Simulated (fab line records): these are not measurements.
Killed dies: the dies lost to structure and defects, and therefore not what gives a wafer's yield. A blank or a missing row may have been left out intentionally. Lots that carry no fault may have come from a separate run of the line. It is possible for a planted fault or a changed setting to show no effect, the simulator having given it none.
Split-lot trial / flow n5-finfet / on a route of 1938 steps: 7 lots, 21 wafers read

== ON THE SPLIT ==
At N5_MIM_BOT_SPUTTER_00 (material TiN, target thk 35 nm, time 89.7 s), the setting time-s was moved away from the recipe's 89.7 s on 8 of the 21 wafers read, by -7.7% to +9.0%. This setting was run at the recipe's value on the other wafers.

Reading taken at the split's own step.

== THE READING ==
TiN_of_MIM_BOT_SPUTTER_00.thk-nm (the simulator's own value, which no gauge read), in nm, at N5_MIM_BOT_SPUTTER_00 (material TiN, target thk 35 nm, time 89.7 s). No usual value for it is given in the file. Average 35.2 nm, standard deviation 0.37 nm, over the 13 wafers here run with the recipe.

wafer=L076.1; tool, chamber at the split=pvd-sputter-02, -; time-s as run, s=89.7; against the recipe=recipe; TiN_of_MIM_BOT_SPUTTER_00.thk-nm, nm=35.4; against lot-mates on the recipe=-
wafer=L076.4; tool, chamber at the split=pvd-sputter-02, -; time-s as run, s=89.7; against the recipe=recipe; TiN_of_MIM_BOT_SPUTTER_00.thk-nm, nm=35.6; against lot-mates on the recipe=-
wafer=L076.5; tool, chamber at the split=pvd-sputter-02, -; time-s as run, s=89.7; against the recipe=recipe; TiN_of_MIM_BOT_SPUTTER_00.thk-nm, nm=35.2; against lot-mates on the recipe=-
wafer=L080.4; tool, chamber at the split=pvd-sputter-02, -; time-s as run, s=89.7; against the recipe=recipe; TiN_of_MIM_BOT_SPUTTER_00.thk-nm, nm=35.2; against lot-mates on the recipe=-
wafer=L080.5; tool, chamber at the split=pvd-sputter-02, -; time-s as run, s=89.7; against the recipe=recipe; TiN_of_MIM_BOT_SPUTTER_00.thk-nm, nm=35.4; against lot-mates on the recipe=-
wafer=L080.6; tool, chamber at the split=pvd-sputter-02, -; time-s as run, s=89.7; against the recipe=recipe; TiN_of_MIM_BOT_SPUTTER_00.thk-nm, nm=35; against lot-mates on the recipe=-
wafer=L079.3; tool, chamber at the split=pvd-sputter-02, -; time-s as run, s=89.7; against the recipe=recipe; TiN_of_MIM_BOT_SPUTTER_00.thk-nm, nm=35.8; against lot-mates on the recipe=-
wafer=L079.4; tool, chamber at the split=pvd-sputter-02, -; time-s as run, s=97.77; against the recipe=+9.0%; TiN_of_MIM_BOT_SPUTTER_00.thk-nm, nm=38.8; against lot-mates on the recipe=+3.0
wafer=L079.6; tool, chamber at the split=pvd-sputter-02, -; time-s as run, s=97.77; against the recipe=+9.0%; TiN_of_MIM_BOT_SPUTTER_00.thk-nm, nm=38.6; against lot-mates on the recipe=+2.8
wafer=L084.1; tool, chamber at the split=pvd-sputter-03, -; time-s as run, s=89.7; against the recipe=recipe; TiN_of_MIM_BOT_SPUTTER_00.thk-nm, nm=35; against lot-mates on the recipe=-
wafer=L084.4; tool, chamber at the split=pvd-sputter-03, -; time-s as run, s=89.7; against the recipe=recipe; TiN_of_MIM_BOT_SPUTTER_00.thk-nm, nm=34.6; against lot-mates on the recipe=-
wafer=L084.5; tool, chamber at the split=pvd-sputter-03, -; time-s as run, s=85.62; against the recipe=-4.5%; TiN_of_MIM_BOT_SPUTTER_00.thk-nm, nm=33.2; against lot-mates on the recipe=-1.6
wafer=L090.1; tool, chamber at the split=pvd-sputter-03, -; time-s as run, s=89.7; against the recipe=recipe; TiN_of_MIM_BOT_SPUTTER_00.thk-nm, nm=35.4; against lot-mates on the recipe=-
wafer=L090.2; tool, chamber at the split=pvd-sputter-03, -; time-s as run, s=89.7; against the recipe=recipe; TiN_of_MIM_BOT_SPUTTER_00.thk-nm, nm=35.2; against lot-mates on the recipe=-
wafer=L090.4; tool, chamber at the split=pvd-sputter-03, -; time-s as run, s=89.7; against the recipe=recipe; TiN_of_MIM_BOT_SPUTTER_00.thk-nm, nm=35; against lot-mates on the recipe=-
wafer=L095.1; tool, chamber at the split=pvd-sputter-03, -; time-s as run, s=82.78; against the recipe=-7.7%; TiN_of_MIM_BOT_SPUTTER_00.thk-nm, nm=31.8; against lot-mates on the recipe=-2.6
wafer=L095.2; tool, chamber at the split=pvd-sputter-03, -; time-s as run, s=82.78; against the recipe=-7.7%; TiN_of_MIM_BOT_SPUTTER_00.thk-nm, nm=31.6; against lot-mates on the recipe=-2.8
wafer=L095.4; tool, chamber at the split=pvd-sputter-03, -; time-s as run, s=89.7; against the recipe=recipe; TiN_of_MIM_BOT_SPUTTER_00.thk-nm, nm=34.4; against lot-mates on the recipe=-
wafer=L097.1; tool, chamber at the split=pvd-sputter-03, -; time-s as run, s=94.45; against the recipe=+5.3%; TiN_of_MIM_BOT_SPUTTER_00.thk-nm, nm=37; against lot-mates on the recipe=no lot-mate on the recipe
wafer=L097.5; tool, chamber at the split=pvd-sputter-03, -; time-s as run, s=94.45; against the recipe=+5.3%; TiN_of_MIM_BOT_SPUTTER_00.thk-nm, nm=37.2; against lot-mates on the recipe=no lot-mate on the recipe
wafer=L097.6; tool, chamber at the split=pvd-sputter-03, -; time-s as run, s=94.45; against the recipe=+5.3%; TiN_of_MIM_BOT_SPUTTER_00.thk-nm, nm=37.2; against lot-mates on the recipe=no lot-mate on the recipe

THE FIT
A straight line over all 21 wafers: TiN_of_MIM_BOT_SPUTTER_00.thk-nm changes by +0.41 nm for each +1% of time-s; r = +0.98; the points scatter about the line by 0.33 nm.
The same after taking each lot's own level away (the mean of its wafers on the recipe; 18 wafers): +0.335 nm for each +1%; r = +0.99; scatter 0.16 nm.
On that fit, the largest move of time-s shifts the reading by 3 nm.
From 34.40 to 35.80 nm: that is the span of the lots' own levels, equal to 3.8 times the standard deviation above.
Thus the slope moves with the lot-to-lot level: the two fits are different.
Check: +2.98 nm against its lot-mates is what the line predicts for one of the wafers moved furthest among these (+9.0%) when that wafer is left out of the fit. Against them it came out at +3 nm.

== FURTHER SPLITS ON THESE WAFERS ==
Note: prior to the reading, these wafers also went through further splits. Each is held against what the fit with the lots' levels taken away leaves over:
other split on the same wafers=N5_BEOL_M15_EXPOSE_07 dose-mj; wafers away from the commonest value=7; r with TiN_of_MIM_BOT_SPUTTER_00.thk-nm (lot level and that fit taken away)=-0.07

== FILE'S OWN FIT ==
TiN_of_MIM_BOT_SPUTTER_00.thk-nm changes by +0.336 nm for each +1% of time-s, r = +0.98.
